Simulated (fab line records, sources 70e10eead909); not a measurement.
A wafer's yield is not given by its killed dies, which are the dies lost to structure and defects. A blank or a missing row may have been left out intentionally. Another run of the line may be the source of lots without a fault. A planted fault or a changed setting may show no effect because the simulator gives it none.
Comparing a struck lot with a sound one -- flow nandHarc -- 16 steps out of a route of 1302
Sound: wafers L320.1, L320.2, L320.4. Struck: wafer L330.4 (L330.3, L330.6, from the same lot, were not struck and are left out); the cause is given at the end.
Order at every step that has rows: each side's tool, ch and its chambers, its first start. Under that, the readings that differ: sound wafers -- struck wafers -- difference of the means -- sigmas: that difference in standard deviations of wafers without a fault.
alike: readings with means less than 2 such deviations apart, plus words and numbers identical on both sides. not compared: withheld readings, readings lacking a value on some wafer, bounds such as >300 that could conceal the same value, and numbers that have no deviation in the record and whose values overlap.
A row with sigmas, a row that says differs or no value, or rows on one side alone: a step with any of these is where the two part. Numbers that have no deviation but don't overlap get no sigmas and don't part them. A reading that every wafer of one side lacks parts them only if that side has two wafers or more.

first, 5 steps without rows for these wafers: NHARC_P_STI_SOFTBAKE_04 (time 70 s); NHARC_P_STI_EBR_05; NHARC_P_STI_EXPOSE_06 (exposes mask P STI, target cd 200 nm); NHARC_P_STI_PEB_07 (peb time 80 s); NHARC_P_STI_DEVELOP_08 (time 50 s).
NHARC_P_STI_CD_MEAS_09 targets a cd of 200 nm.
  sound on cdSem-01 ch 0, day 3 17:58; struck on cdSem-01 ch 0, day 7 18:26
  alike: cdNm
NHARC_P_STI_OVL_MEAS_10:
  struck on overlay-02, day 7 18:31; sound on overlay-02, day 3 18:04
  alike: overlayXNm, overlayYNm
NHARC_P_STI_INSPECT_11:
  struck on defectInspect-02, day 7 18:33; sound on defectInspect-02, day 3 18:06
  alike: rawDefectCount
then, 1 step without rows for these wafers: NHARC_P_STI_HARDBAKE_13 (time 65 s).
NHARC_P_STI_DESCUM_14: chemistry O2, time 3 s.
  sound on rieDiel-12 ch 2,3, day 3 18:14; struck on rieDiel-05 ch 0, day 7 18:41
  alike: drypumpMotorCurrentA, oesProductAu, rfVppV, showerheadPlenumPTorr, throttleValvePct
  not compared: rfHoursCounterH
NHARC_P_STI_ETCH_42: etches the open film in N2/H2, target depth 80 nm, overetch 24 nm, time 61 s.
  sound on rieDiel-12 ch 1,3, day 3 18:20; struck on rieDiel-05 ch 0, day 7 18:47
  alike: drypumpMotorCurrentA, n2FlowSccm, oesProductAu, rfFwdPowerW, rfVppV, showerheadPlenumPTorr, throttleValvePct
  not compared: rfHoursCounterH
NHARC_P_STI_ETCH_31: etches the open film in CF4/CHF3, target depth 108.9 nm, time 54.5 s.
  sound on rieDiel-12 ch 1,2; struck on rieDiel-05 ch 1
reading,sound,struck,difference,sigmas
oesProductAu (a.u.),0.959 0.944 0.965,0.916,-0.040,-2
  alike: drypumpMotorCurrentA, rfFwdPowerW, rfVppV, showerheadPlenumPTorr, throttleValvePct
  not compared: rfHoursCounterH
NHARC_P_STI_ETCH_15: etches the open film in HBr/Cl2, target depth 300 nm, time 100.1 s.
  sound on rieSi-05 ch 0,1,3, day 3 18:34; struck on rieSi-04 ch 0, day 7 18:58
reading,sound,struck,difference,sigmas
drypumpMotorCurrentA (A),6.2 6.4 6.4,5.3,-1.0,-2
oesProductAu (a.u.),0.999 0.980 1.007,1.281,+0.286,+24
rfHoursCounterH (h),0.68 0.77 0.66,0.86,+0.16,
throttleValvePct (%),26.402 26.407 26.414,26.382,-0.026,-3
model.P_STI.featureDepthNm (nm),300.5 290.2 304,430.2,+132.0,
  alike: mfcCl2Sccm, rfFwdPowerW
NHARC_P_STI_CD_MEAS_16:
  struck on cdSem-03, day 7 19:08; sound on cdSem-03, day 3 18:42
  alike: cdNm
NHARC_P_STI_OCD_MEAS_17:
  struck on ocd-02, day 7 19:13; sound on ocd-01, day 3 18:47
reading,sound,struck,difference,sigmas
trenchDepthNm (nm),300 290 305,430,+132,+25
trenchFootCdNm (nm),157.9 159.3 155.0,137.0,-20.4,-8
then, 1 step without rows for these wafers: NHARC_P_STI_STRIP_19 (strips in SPM, time 900 s).

## WHERE THEY PART
First at NHARC_P_STI_ETCH_31; last, within this record, at NHARC_P_STI_OCD_MEAS_17.

WHY: what the simulator had put in
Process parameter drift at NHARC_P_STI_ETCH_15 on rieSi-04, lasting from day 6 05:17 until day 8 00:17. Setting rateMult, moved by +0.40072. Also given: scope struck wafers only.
